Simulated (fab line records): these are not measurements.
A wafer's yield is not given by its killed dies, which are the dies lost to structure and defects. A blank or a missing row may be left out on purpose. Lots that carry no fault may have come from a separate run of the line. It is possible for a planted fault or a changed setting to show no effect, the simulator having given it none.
fab line records	flow n5-finfet
record lots=12	wafers=36	last-day=19
route steps=1938 shown BEOL_M6@1249 BEOL_M7@1269 PASSIVATION@1936
lots that met no fault: taken from a fault-free run of the same line
start-h: the number of hours between the record's first day and the start of the first shown wafer of the lot	wait-h: hours elapsed since this lot's preceding step	" repeats the value in the row above	L1.1+2: a single row standing in for several wafers	- either no value or no given start	* or withheld: withheld	< > ~ a bound
route shown NAME@n: a module of which the file shows steps, and the number in the route of the first	usual: mean/standard deviation taken from wafers without a fault	same: alike in all rows	chamber/n: place in a boat	sites: each site's reading	_std_site: how widely they spread, as a standard deviation	_edge_site: inner sites' mean taken away from outer sites' mean	radius-mm: how far each site lies from the wafer's centre	mask NAME#n: copy n	behind: the most recent tool/chamber to have shaped the wafer	hold: reason for holding the lot/hours on hold/outcome of the hold	device: whichever transistor did not switch (one of n, p or np)	end of line: at the end of the route, the tests of the same wafers	step lacking rows: just its recipe	killed: at the first sort, the dies lost to defects and structure; wafer yield is something else	map: per-die view of a wafer (x killed, . not killed, _ where there is no die)
set.NAME: the setting the step ran with; set.NAME@STEP: the setting that earlier step ran with	model.NAME: the simulator's own value behind a step, which no gauge read
a sample of lots followed through the steps of the route, with each step as a table and each wafer as a row
services: a tool's chamber out of use, with start hour (start-h, from the record's first day; less than 0 if before it), hours out, and reason
## steps
# step N5_BEOL_M6_DEGAS_44
# recipe ambient=vacuum	temp-c=250	time-s=60
# usual heater-power-w=324/29
lot.wafer	tool	chamber	start-h	wait-h	heater-power-w
L396.1	pvd-sputter-03	-	209.09	0.3	348
L396.4	"	-	"	"	332
L396.5	"	-	"	"	303
L397.1	pvd-sputter-01	-	209.93	0.6	317
L397.5	"	-	"	"	361
L397.6	"	-	"	"	321
L400.3	pvd-sputter-01	-	228.72	1.2	367
L400.4	"	-	"	"	314
L400.6	"	-	"	"	367
L398.2	pvd-sputter-03	-	229.21	0.3	329
L398.3	"	-	"	"	293
L398.6	"	-	"	"	348
L399.2	pvd-sputter-01	-	239.84	0.4	310
L399.5	"	-	"	"	313
L399.6	"	-	"	"	363
L401.1	pvd-sputter-01	-	251.39	0.3	317
L401.2	"	-	"	"	317
L401.6	"	-	"	"	282
L403.1	pvd-sputter-02	-	259.20	0.3	319
L403.2	"	-	"	"	398
L403.6	"	-	"	"	391
L402.1	pvd-sputter-03	-	263.24	0.8	298
L402.3	"	-	"	"	303
L402.6	"	-	"	"	295
L410.1	pvd-sputter-03	-	301.34	0.4	299
L410.2	"	-	"	"	342
L410.5	"	-	"	"	296
L413.1	pvd-sputter-01	-	321.68	0.9	374
L413.3	"	-	"	"	325
L413.5	"	-	"	"	285
L415.1	pvd-sputter-03	-	326.21	0.3	345
L415.2	"	-	"	"	320
L415.4	"	-	"	"	323
L418.2	pvd-sputter-01	-	359.33	0.6	286
L418.4	"	-	"	"	326
L418.6	"	-	"	"	317
# step N5_BEOL_M6_ANNEAL_51
# recipe temp-c=225	time-s=90	ambient=N2
# usual wafer_temp_C_max=226.2/0.38
lot.wafer	tool	chamber	start-h	wait-h	wafer_temp_C_max
L396.1	rtp-anneal-01	0	210.71	0.6	225.7
L396.4	"	0	"	"	225.8
L396.5	"	0	"	"	226.2
L397.1	rtp-anneal-02	0	211.40	0.6	226.2
L397.5	"	0	"	"	226.5
L397.6	"	0	"	"	226.5
L400.3	rtp-anneal-01	0	229.75	0.1	225.8
L400.4	"	0	"	"	226.2
L400.6	"	0	"	"	226.1
L398.2	rtp-anneal-02	0	230.54	0.6	226.6
L398.3	"	0	"	"	226.5
L398.6	"	0	"	"	227.2
L399.2	rtp-anneal-02	0	241.21	0.2	226.8
L399.5	"	0	"	"	226.8
L399.6	"	0	"	"	226.6
L401.1	rtp-anneal-01	0	252.33	0.1	225.7
L401.2	"	0	"	"	225.9
L401.6	"	0	"	"	225.6
L403.1	rtp-anneal-02	0	262.11	0.3	226.4
L403.2	"	0	"	"	226.8
L403.6	"	0	"	"	226.6
L402.1	rtp-anneal-01	0	264.75	0.5	225.8
L402.3	"	0	"	"	225.6
L402.6	"	0	"	"	226.0
L410.1	rtp-anneal-01	0	302.74	0.6	225.9
L410.2	"	0	"	"	226.0
L410.5	"	0	"	"	225.8
L413.1	rtp-anneal-01	0	324.32	1.6	225.9
L413.3	"	0	"	"	225.4
L413.5	"	0	"	"	225.8
L415.1	rtp-anneal-02	0	330.09	3.1	226.7
L415.2	"	0	"	"	226.3
L415.4	"	0	"	"	226.6
L418.2	rtp-anneal-01	0	361.42	1.3	226.3
L418.4	"	0	"	"	226.4
L418.6	"	0	"	"	226.2
# step N5_BEOL_M6_DEP_56
# recipe material=SiCN	target-thk-a=100	temp-c=withheld	precursor=3MS/NH3	pressure-torr=3	rf-w=202	time-s=17.5
# usual rf-fwd-power-W=199.7/0.91	showerhead-plenum-p-Torr=3.667/0.013	throttle-valve-pct=9.2/0.74
lot.wafer	tool	chamber	start-h	wait-h	rf-fwd-power-W	showerhead-plenum-p-Torr	throttle-valve-pct
L396.1	pecvd-02	1	211.37	0.0	200.5	3.666	10.3
L396.4	"	0	"	"	200.4	3.657	9.0
L396.5	"	1	"	"	200.5	3.662	10.4
L397.1	pecvd-03	2	212.06	0.0	199.9	3.658	8.3
L397.5	"	0	"	"	200.1	3.670	8.6
L397.6	"	1	"	"	198.7	3.676	10.4
L400.3	pecvd-03	1	230.32	0.0	198.7	3.676	10.5
L400.4	"	1	"	"	198.3	3.677	10.4
L400.6	"	0	"	"	200.5	3.669	8.4
L398.2	pecvd-04	2	231.40	0.0	199.5	3.654	9.2
L398.3	"	0	"	"	199.1	3.647	8.7
L398.6	"	2	"	"	199.7	3.655	9.0
L399.2	pecvd-02	1	241.82	0.0	201.7	3.663	10.0
L399.5	"	1	"	"	200.6	3.657	10.2
L399.6	"	0	"	"	199.3	3.650	8.8
L401.1	pecvd-02	1	252.98	0.0	199.8	3.658	10.4
L401.2	"	2	"	"	199.5	3.684	8.3
L401.6	"	1	"	"	199.7	3.664	10.6
L403.1	pecvd-03	1	262.76	0.0	198.4	3.664	10.5
L403.2	"	2	"	"	201.2	3.659	8.6
L403.6	"	0	"	"	200.3	3.671	8.7
L402.1	pecvd-02	2	265.41	0.0	198.3	3.681	8.2
L402.3	"	1	"	"	198.8	3.663	10.2
L402.6	"	1	"	"	200.2	3.668	10.0
L410.1	pecvd-02	2	303.41	0.0	198.0	3.682	8.2
L410.2	"	0	"	"	200.3	3.644	8.9
L410.5	"	1	"	"	199.3	3.664	10.0
L413.1	pecvd-04	0	324.99	0.0	199.7	3.659	8.4
L413.3	"	2	"	"	199.8	3.670	9.1
L413.5	"	1	"	"	200.4	3.692	9.4
L415.1	pecvd-03	1	331.01	0.0	198.9	3.675	10.6
L415.2	"	0	"	"	199.7	3.663	8.5
L415.4	"	1	"	"	198.5	3.675	10.7
L418.2	pecvd-04	1	362.03	0.0	199.4	3.701	9.8
L418.4	"	1	"	"	199.3	3.684	9.4
L418.6	"	0	"	"	200.1	3.655	8.9
# step N5_BEOL_M7_COAT_60
# recipe resist=SiARC	temp-c=220	time-s=60	spin-rpm=1500	resist-thk-nm=35
# usual plate-temp-C=220.01/0.16	spin-speed-rpm=1500.0/1.1
lot.wafer	tool	chamber	start-h	wait-h	plate-temp-C	spin-speed-rpm
L396.1	litho-track-03	0	214.64	-	220.10	1500.1
L396.4	"	0	"	"	220.07	1500.2
L396.5	"	0	"	"	220.20	1499.9
L397.1	litho-track-03	0	214.92	-	220.24	1498.3
L397.5	"	0	"	"	219.98	1498.9
L397.6	"	0	"	"	220.04	1498.9
L400.3	litho-track-01	0	233.85	-	220.03	1499.3
L400.4	"	0	"	"	219.88	1500.5
L400.6	"	0	"	"	219.89	1501.6
L398.2	litho-track-03	0	233.99	-	220.26	1497.1
L398.3	"	0	"	"	219.95	1499.6
L398.6	"	0	"	"	220.09	1500.6
L399.2	litho-track-01	0	245.24	-	219.84	1500.8
L399.5	"	0	"	"	220.24	1501.3
L399.6	"	0	"	"	220.10	1500.3
L401.1	litho-track-01	0	254.16	-	219.97	1590.8
L401.2	"	0	"	"	220.07	1589.9
L401.6	"	0	"	"	219.99	1589.8
L403.1	litho-track-01	0	264.20	-	219.99	1591.4
L403.2	"	0	"	"	220.15	1592.0
L403.6	"	0	"	"	220.08	1592.2
L402.1	litho-track-02	0	266.72	-	220.06	1501.4
L402.3	"	0	"	"	219.98	1500.6
L402.6	"	0	"	"	219.92	1500.6
L410.1	litho-track-03	0	304.97	-	219.71	1498.2
L410.2	"	0	"	"	220.00	1499.9
L410.5	"	0	"	"	219.71	1497.2
L413.1	litho-track-02	0	326.50	-	220.28	1499.8
L413.3	"	0	"	"	220.19	1499.6
L413.5	"	0	"	"	220.08	1500.3
L415.1	litho-track-02	0	332.52	-	220.05	1498.5
L415.2	"	0	"	"	220.10	1500.7
L415.4	"	0	"	"	220.11	1499.4
L418.2	litho-track-02	0	363.22	-	220.13	1500.2
L418.4	"	0	"	"	219.95	1501.3
L418.6	"	0	"	"	219.88	1501.4
# step N5_PASSIVATION_PROBE_49
# usual defect-limited-yield=91.0/1.5	killed_at_M0_to_M3=37/12	killed_at_M4_up=13/5	killed-at-contacts=13/6.1	killed-at-front-end=39/11	killed-at-other=4/3.2	killed-dies=106/17	killed-open=69/12	killed-short=35/7.9	sort_bin_5_function=5.3/1	sort_bin_6_memory=3.3/0.68	sort-n-pass=1074/17	sort-yield-pct=91.0/1.5
# same gross-dies=1180	killed-at-back-side=0	sort_bin_4_leakage[%]=0	sort_bin_8_speed[%]=0
lot.wafer	tool	chamber	start-h	wait-h	defect-limited-yield[%]	killed_at_M0_to_M3	killed_at_M4_up	killed-at-contacts	killed-at-front-end	killed-at-other	killed-dies	killed-open	killed-short	sort_bin_5_function[%]	sort_bin_6_memory[%]	sort-n-pass	sort-yield-pct[%]
L396.1	prober-02	-	292.11	0.0	91.9	31	14	9	38	4	96	61	30	4.4	3.1	1084	91.9
L396.4	prober-02	-	292.26	0.2	91.5	31	14	7	41	7	100	70	29	5.2	3.1	1080	91.5
L396.5	prober-02	-	292.31	0.2	89.5	47	6	14	54	3	124	79	44	5.2	4.7	1056	89.5
L400.3	prober-01	-	307.47	0.1	92.5	41	9	7	24	8	89	59	27	4.2	3.1	1091	92.5
L400.4	prober-01	-	307.52	0.2	92.1	30	11	14	28	10	93	59	27	5.3	2.4	1087	92.1
L400.6	prober-01	-	307.62	0.3	90.6	35	21	9	33	13	111	72	38	5.5	3.6	1069	90.6
L398.2	prober-02	-	324.28	0.1	92.0	33	23	14	20	4	94	60	34	4.7	2.9	1086	92.0
L398.3	prober-02	-	324.33	0.1	91.2	33	10	8	51	2	104	65	38	5.3	3.1	1076	91.2
L398.6	prober-02	-	324.48	0.3	91.7	31	14	23	26	4	98	69	29	4.8	3.1	1082	91.7
L399.2	prober-01	-	327.99	0.1	89.7	27	16	30	48	0	121	76	43	6.4	3.4	1059	89.7
L399.5	prober-01	-	328.14	0.2	88.5	37	15	36	43	5	136	87	48	7.2	3.7	1044	88.5
L399.6	prober-01	-	328.19	0.3	89.2	33	11	21	61	1	127	86	39	6.5	3.7	1053	89.2
L401.1	prober-01	-	335.31	0.0	89.3	68	16	10	29	3	126	80	46	6.3	3.9	1054	89.3
L401.2	prober-01	-	335.36	0.1	90.9	55	13	7	31	1	107	59	48	4.7	3.6	1073	90.9
L401.6	prober-01	-	335.56	0.3	87.5	69	21	11	46	1	148	94	54	8.0	4.2	1032	87.5
L410.1	prober-01	-	390.37	0.0	88.6	56	16	8	45	9	134	79	52	7.0	3.7	1046	88.6
L410.2	prober-01	-	390.42	0.1	91.0	34	16	14	35	7	106	65	39	5.2	3.6	1074	91.0
L410.5	prober-01	-	390.57	0.2	91.1	37	14	10	38	6	105	63	39	5.1	3.5	1075	91.1
L413.1	prober-02	-	422.62	0.0	91.9	27	9	12	46	1	95	54	35	3.6	3.6	1085	91.9
L413.3	prober-02	-	422.72	0.1	93.1	15	12	11	43	1	82	55	24	4.2	2.8	1098	93.1
L413.5	prober-02	-	422.82	0.2	92.5	42	5	4	38	0	89	53	26	3.4	3.3	1091	92.5
# killed by level:class
L396.1 STI_FIN_REVEAL:geometric-particle:open=13 MOL_CONTACT_COAG:geometric-particle:open=8 BEOL_M0_SAQP:geometric-particle:open=8 FIN_SAQP:geometric-particle:open=7 BEOL_M0_SAQP:geometric-particle:short=7 BEOL_M4:geometric-particle:open=6 BEOL_M3:geometric-particle:open=5 BEOL_M4:geometric-particle:short=4
L396.4 STI_FIN_REVEAL:geometric-particle:open=13 FIN_SAQP:geometric-particle:open=8 BEOL_M0_SAQP:geometric-particle:open=7 BEOL_M0_SAQP:geometric-particle:short=6 MOL_CONTACT_COAG:geometric-particle:open=5 BEOL_M0:geometric-particle:open=5 BEOL_M2:geometric-particle:open=5 GATE_CUT:geometric-particle:short=4
L396.5 STI_FIN_REVEAL:geometric-particle:open=14 MOL_CONTACT_COAG:geometric-particle:open=12 BEOL_M0_SAQP:geometric-particle:open=10 BEOL_M0_SAQP:geometric-particle:short=9 FIN_SAQP:geometric-particle:open=8 FIN_SAQP:geometric-particle:short=8 GATE_CUT:geometric-particle:short=8 BEOL_M2:geometric-particle:open=7
L400.3 BEOL_M0_SAQP:geometric-particle:open=15 BEOL_M0_SAQP:geometric-particle:short=7 STI_FIN_REVEAL:geometric-particle:open=6 BEOL_M3:geometric-particle:open=6 MOL_CONTACT_COAG:geometric-particle:open=5 BEOL_M2:geometric-particle:open=4 DUMMY_GATE:geometric-particle:open=3 BEOL_M1:geometric-particle:open=3
L400.4 BEOL_M0_SAQP:geometric-particle:short=13 MOL_CONTACT_COAG:geometric-particle:open=10 STI_FIN_REVEAL:geometric-particle:open=8 BEOL_M0_SAQP:geometric-particle:open=8 FIN_SAQP:geometric-particle:open=7 MOL_CONTACT_COAG:geometric-particle:short=4 MIM_BOT:geometric-particle:open=4 FIN_SAQP:geometric-particle:short=3
L400.6 BEOL_M0_SAQP:geometric-particle:open=15 STI_FIN_REVEAL:geometric-particle:open=10 BEOL_M0_SAQP:geometric-particle:short=7 MOL_CONTACT_COAG:geometric-particle:open=6 BEOL_M5:geometric-particle:open=6 BEOL_M4:geometric-particle:open=5 STI_FIN_REVEAL:geometric-particle:short=4 GATE_CUT:geometric-particle:short=4
L398.2 BEOL_M1:geometric-particle:open=15 MOL_CONTACT_COAG:geometric-particle:open=10 BEOL_M4:geometric-particle:open=9 BEOL_M0_SAQP:geometric-particle:short=6 GATE_CUT:geometric-particle:short=5 BEOL_M4:geometric-particle:short=5 MOL_CONTACT_COAG:geometric-particle:short=4 BEOL_M2:geometric-particle:open=4
L398.3 FIN_SAQP:geometric-particle:short=15 BEOL_M0_SAQP:geometric-particle:open=12 FIN_SAQP:geometric-particle:open=11 BEOL_M0_SAQP:geometric-particle:short=7 BEOL_M2:geometric-particle:open=7 MOL_CONTACT_COAG:geometric-particle:open=6 BEOL_M5:geometric-particle:open=6 STI_FIN_REVEAL:geometric-particle:open=4
L398.6 MOL_CONTACT_COAG:geometric-particle:open=17 BEOL_M2:geometric-particle:open=12 BEOL_M5:geometric-particle:open=8 DUMMY_GATE:geometric-particle:open=7 BEOL_M0_SAQP:geometric-particle:short=7 MOL_CONTACT_COAG:geometric-particle:short=6 BEOL_M1:geometric-particle:open=5 FIN_SAQP:geometric-particle:open=4
L399.2 MOL_CONTACT_COAG:geometric-particle:open=22 STI_FIN_REVEAL:geometric-particle:open=18 FIN_SAQP:geometric-particle:short=8 MOL_CONTACT_COAG:geometric-particle:short=8 BEOL_M0_SAQP:geometric-particle:short=8 BEOL_M0_SAQP:geometric-particle:open=7 GATE_CUT:geometric-particle:short=5 BEOL_M2:geometric-particle:open=5
L399.5 MOL_CONTACT_COAG:geometric-particle:open=29 STI_FIN_REVEAL:geometric-particle:open=11 BEOL_M0_SAQP:geometric-particle:short=11 BEOL_M0_SAQP:geometric-particle:open=10 FIN_SAQP:geometric-particle:short=7 MOL_CONTACT_COAG:geometric-particle:short=7 BEOL_M3:geometric-particle:open=7 BEOL_M4:geometric-particle:open=7
L399.6 STI_FIN_REVEAL:geometric-particle:open=17 MOL_CONTACT_COAG:geometric-particle:open=14 FIN_SAQP:geometric-particle:open=13 BEOL_M0_SAQP:geometric-particle:open=10 BEOL_M0_SAQP:geometric-particle:short=9 FIN_SAQP:geometric-particle:short=7 MOL_CONTACT_COAG:geometric-particle:short=7 GATE_CUT:geometric-particle:short=6
L401.1 BEOL_M0_SAQP:geometric-particle:open=21 BEOL_M0_SAQP:geometric-particle:short=17 BEOL_M3:geometric-particle:open=12 GATE_CUT:geometric-particle:short=8 BEOL_M4:geometric-particle:open=7 FIN_SAQP:geometric-particle:open=6 MOL_CONTACT_COAG:geometric-particle:open=6 BEOL_M2:geometric-particle:open=6
L401.2 BEOL_M0_SAQP:geometric-particle:open=21 BEOL_M0_SAQP:geometric-particle:short=18 FIN_SAQP:geometric-particle:short=6 GATE_CUT:geometric-particle:short=6 BEOL_M2:geometric-particle:open=5 BEOL_M3:geometric-particle:open=5 STARTING-WAFER:geometric-particle:short=5 MOL_CONTACT_COAG:geometric-particle:short=4
L401.6 BEOL_M0_SAQP:geometric-particle:short=28 BEOL_M0_SAQP:geometric-particle:open=25 BEOL_M4:geometric-particle:open=13 STI_FIN_REVEAL:geometric-particle:open=11 MOL_CONTACT_COAG:geometric-particle:open=10 DUMMY_GATE:geometric-particle:open=8 FIN_SAQP:geometric-particle:open=5 GATE_CUT:geometric-particle:open=5
L410.1 FIN_SAQP:geometric-particle:open=14 BEOL_M2:geometric-particle:open=14 BEOL_M0_SAQP:geometric-particle:short=13 FIN_SAQP:geometric-particle:short=9 BEOL_M0_SAQP:geometric-particle:open=9 BEOL_M3:geometric-particle:open=8 STI_FIN_REVEAL:geometric-particle:open=5 BEOL_M0:geometric-particle:short=5
L410.2 MOL_CONTACT_COAG:geometric-particle:open=13 BEOL_M0_SAQP:geometric-particle:short=10 FIN_SAQP:geometric-particle:short=7 STI_FIN_REVEAL:geometric-particle:open=6 GATE_CUT:geometric-particle:short=6 BEOL_M1:geometric-particle:open=6 BEOL_M4:geometric-particle:open=6 ILD0:geometric-particle:open=5
L410.5 FIN_SAQP:geometric-particle:short=12 BEOL_M2:geometric-particle:open=11 MOL_CONTACT_COAG:geometric-particle:open=8 BEOL_M0_SAQP:geometric-particle:open=7 BEOL_M1:geometric-particle:open=7 FIN_SAQP:geometric-particle:open=5 GATE_CUT:geometric-particle:short=5 BEOL_M4:geometric-particle:short=4
L413.1 FIN_SAQP:geometric-particle:open=11 FIN_SAQP:geometric-particle:short=10 MOL_CONTACT_COAG:geometric-particle:open=9 BEOL_M0_SAQP:geometric-particle:open=7 BEOL_M2:geometric-particle:short=6 STI_FIN_REVEAL:geometric-particle:open=5 BEOL_M2:geometric-particle:open=5 HKMG_FIN:area-etch=5
L413.3 STI_FIN_REVEAL:geometric-particle:open=12 MOL_CONTACT_COAG:geometric-particle:open=8 STARTING-WAFER:geometric-particle:open=6 DUMMY_GATE:geometric-particle:open=5 FIN_SAQP:geometric-particle:short=4 FIN_SAQP:geometric-particle:open=4 STARTING-WAFER:geometric-particle:short=4 GATE_CUT:geometric-particle:short=3
L413.5 BEOL_M3:geometric-particle:open=14 BEOL_M0_SAQP:geometric-particle:open=12 STI_FIN_REVEAL:geometric-particle:open=10 HKMG_FIN:area-etch=7 BEOL_M0_SAQP:geometric-particle:short=6 FIN_SAQP:geometric-particle:short=4 BEOL_M2:geometric-particle:short=4 FIN_SAQP:geometric-particle:open=3
## services
tool	chamber	start-h	hours	kind
pvd-sputter-03	-	186.76	4.3	repair
pecvd-02	0	189.16	5.0	scheduled-down
pecvd-04	-	198.44	0.5	repair
pecvd-02	2	202.38	-	clean
pecvd-02	2	202.38	-	consumable-replace:showerhead
pecvd-02	2	202.38	29.0	scheduled-down
pecvd-02	2	202.38	29.0	vent-cycle
pecvd-04	2	216.90	6.0	repair
pecvd-04	0	256.22	2.1	scheduled-down
pecvd-02	0	259.09	5.5	scheduled-down
pecvd-04	2	264.65	2.1	scheduled-down
pecvd-03	0	279.12	5.2	repair
pecvd-03	-	297.02	5.5	pm
pecvd-02	0	298.21	2.1	scheduled-down
litho-track-01	-	315.53	-	consumable-replace:filter
pecvd-04	1	317.67	5.5	scheduled-down
pecvd-02	1	325.62	5.5	scheduled-down
rtp-anneal-01	-	326.99	4.0	pm
pecvd-02	1	333.33	8.4	repair
litho-track-02	-	342.67	-	consumable-replace:filter
pecvd-04	0	344.39	3.6	repair
litho-track-01	-	363.05	-	consumable-replace:filter
## key
first-sign step=N5_BEOL_M7_COAT_60	reading=spin-speed-rpm	direction=up	sigmas=85	usual=*	struck=*
effect none on later readings
met-at N5_BEOL_M7_COAT_60
struck-lots L401,L403
not-acting-at N5_BEOL_M6_DEGAS_44,N5_BEOL_M6_ANNEAL_51,N5_BEOL_M6_DEP_56
onset-between 245.24 254.16
fault kind=process-parameter-drift	tool=litho-track-01	chamber=-	onset-h=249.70	steps=N5_BEOL_M7_COAT_60	channel=spin-rpm	offset=*	shape=step	end-h=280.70	acts-in=*	stated=*
